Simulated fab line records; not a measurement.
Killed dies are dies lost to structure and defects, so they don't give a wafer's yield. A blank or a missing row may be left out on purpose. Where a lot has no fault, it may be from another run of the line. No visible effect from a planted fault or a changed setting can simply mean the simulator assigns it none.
Chamber matching | flow n5 finfet | N5_HKMG_FIN_ALD_91 on ald metal-02: 4 sister chambers
The step deposits TiN, target thk 1 nm, pulse time 1 s, purge time 3 s. 8 wafers are shown with their chamber, then 7 later ones without.

== EACH WAFER AND ITS CHAMBER ==
wafer  | chamber | heater power w (W) | precursor pulse height rel
L157.4 | 3       | 902                | 0.988
L160.4 | 3       | 897                | 0.996
L160.5 | 2       | 955                | 1.012
L163.4 | 0       | 988                | 0.998
L163.5 | 2       | 955                | 0.984
L163.6 | 1       | 899                | 0.990
L166.2 | 0       | 994                | 1.001
L166.3 | 1       | 895                | 0.980

== WAFERS WITHOUT THEIR CHAMBER ==
wafer  | heater power w (W) | precursor pulse height rel
L166.4 | 967                | 1.002
L170.2 | 908                | 1.026
L170.4 | 973                | 1.001
L170.5 | 970                | 1.026
L173.2 | 948                | 1.008
L173.3 | 906                | 1.020
L173.4 | 986                | 0.999

== EACH ONE'S CHAMBER ==
wafer  | from the rows above     | in truth
L166.4 | 2                       | 2
L170.2 | can't be placed: 3 or 1 | 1
L170.4 | can't be placed: 0 or 2 | 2
L170.5 | can't be placed: 2 or 0 | 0
L173.2 | 2                       | 2
L173.3 | can't be placed: 3 or 1 | 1
L173.4 | 0                       | 0
Placed correctly: 3 of 7. Can't be placed from these rows: 4 (the true chamber is among the candidates in 4). Placed wrongly: 0.
How it was worked out, from the rows above alone: a wafer's distance from a chamber is the root of the sum, over the readings, of the square of ((its reading less the chamber's mean) divided by the reading's scatter). If the next closest chamber is less than 2 further off than the closest, the wafer can't be placed; otherwise it belongs to the closest. The mean given for a chamber averages the wafers shown for that chamber. The scatter: the root of (the sum of the squares of (reading less its chamber's mean) over the shown wafers, divided by (wafers less chambers)).
